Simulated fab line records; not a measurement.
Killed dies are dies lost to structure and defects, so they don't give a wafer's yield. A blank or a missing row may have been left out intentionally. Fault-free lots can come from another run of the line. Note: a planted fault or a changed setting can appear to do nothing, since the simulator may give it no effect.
Split-lot trial    flow n5_finfet    on a route of 1938 steps: 7 lots, 21 wafers read

## ON THE SPLIT
At N5_HKMG_FIN_ETCH_55 (etches SOC in N2/H2, target depth 240 nm, time 300 s), the setting bias_w was moved away from the recipe's 150 W on 10 of the 21 wafers read, by -8.9% to +7.2%. For the rest of the wafers, this setting stayed at what the recipe calls for.

The reading is taken at the split's own step.

## THE READING
rf_vpp_V, in V, at N5_HKMG_FIN_ETCH_55 (etches SOC in N2/H2, target depth 240 nm, time 300 s). Typical for fault-free wafers on this fab line: 524.5 V, with standard deviation 2.4 V.

wafer   tool, chamber at the split  bias_w as run, W  against the recipe  rf_vpp_V, V  against lot-mates on the recipe
L076.3  rie_diel-04, 3              150               recipe              527.1        -
L076.4  rie_diel-04, 3              159.1             +6.1%               547.2        +20.5
L076.5  rie_diel-04, 0              150               recipe              526.4        -
L077.4  rie_diel-04, 1              150               recipe              524.7        -
L077.5  rie_diel-04, 2              150               recipe              520.7        -
L077.6  rie_diel-04, 3              150               recipe              526.5        -
L083.1  rie_diel-03, 2              150               recipe              520.0        -
L083.5  rie_diel-03, 2              158.5             +5.7%               539.7        +19.7
L083.6  rie_diel-03, 1              158.5             +5.7%               542.1        +22.1
L085.1  rie_diel-02, 0              138.1             -7.9%               499.0        -23.2
L085.2  rie_diel-02, 1              150               recipe              522.2        -
L085.4  rie_diel-02, 0              138.1             -7.9%               498.9        -23.3
L088.1  rie_diel-02, 2              150               recipe              526.4        -
L088.2  rie_diel-02, 0              136.6             -8.9%               494.7        -31.7
L088.3  rie_diel-02, 1              136.6             -8.9%               492.6        -33.8
L090.1  rie_diel-04, 0              160.8             +7.2%               549.2        +24.4
L090.2  rie_diel-04, 1              160.8             +7.2%               547.5        +22.7
L090.3  rie_diel-04, 3              150               recipe              524.8        -
L092.1  rie_diel-03, 1              150               recipe              523.6        -
L092.2  rie_diel-03, 3              137.9             -8.1%               501.0        -25.0
L092.6  rie_diel-03, 3              150               recipe              528.5        -

FIT RESULTS
A straight line over all 21 wafers: rf_vpp_V changes by +3.27 V for each +1% of bias_w; r = +0.99; the points scatter about the line by 2.4 V.
The same after taking each lot's own level away (the mean of its wafers on the recipe; 21 wafers): +3.35 V for each +1%; r = +0.99; scatter 2.1 V.
The reading moves by 30 V for the largest change in bias_w, on that fit.
The lots' own levels span 520.00 to 526.75 V, that is 2.8 times the standard deviation above.
The two slopes agree, so the slope changes little with the lot-to-lot level.
Check: -29.2 V against its lot-mates is what the line predicts for one of the wafers moved furthest among these (-8.9%) when that wafer is left out of the fit. It came out at -31.7 V against them.
Tool readings at the split's step, against how far the setting was moved: rf_vpp_V r = +0.99.

## OTHER SPLITS ON THESE WAFERS
These wafers also went through other splits before the reading. Each is held against what the fit with the lots' levels taken away leaves over:
other split on the same wafers         wafers away from the commonest value  r with rf_vpp_V (lot level and that fit taken away)
N5_WELL_APT_PEB_06 peb_time_s          6                                     -0.28
N5_WELL_APT_DEVELOP_07 develop_time_s  5                                     -0.34
N5_FIN_SAQP_PECVD_47 time_s            8                                     +0.13
N5_FIN_SAQP_EXPOSE_13 dose_mj          9                                     -0.22
N5_SD_EPI_N_ETCH_45 target_depth_a     10                                    +0.21
N5_SD_EPI_P_EPI_21 epi_growth_time_s   7                                     +0.27
N5_SD_ACTIVATION_LSA_01 temp_c         6                                     -0.05

## THE FILE'S OWN FIT
rf_vpp_V changes by +3.32 V for each +1% of bias_w, r = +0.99.
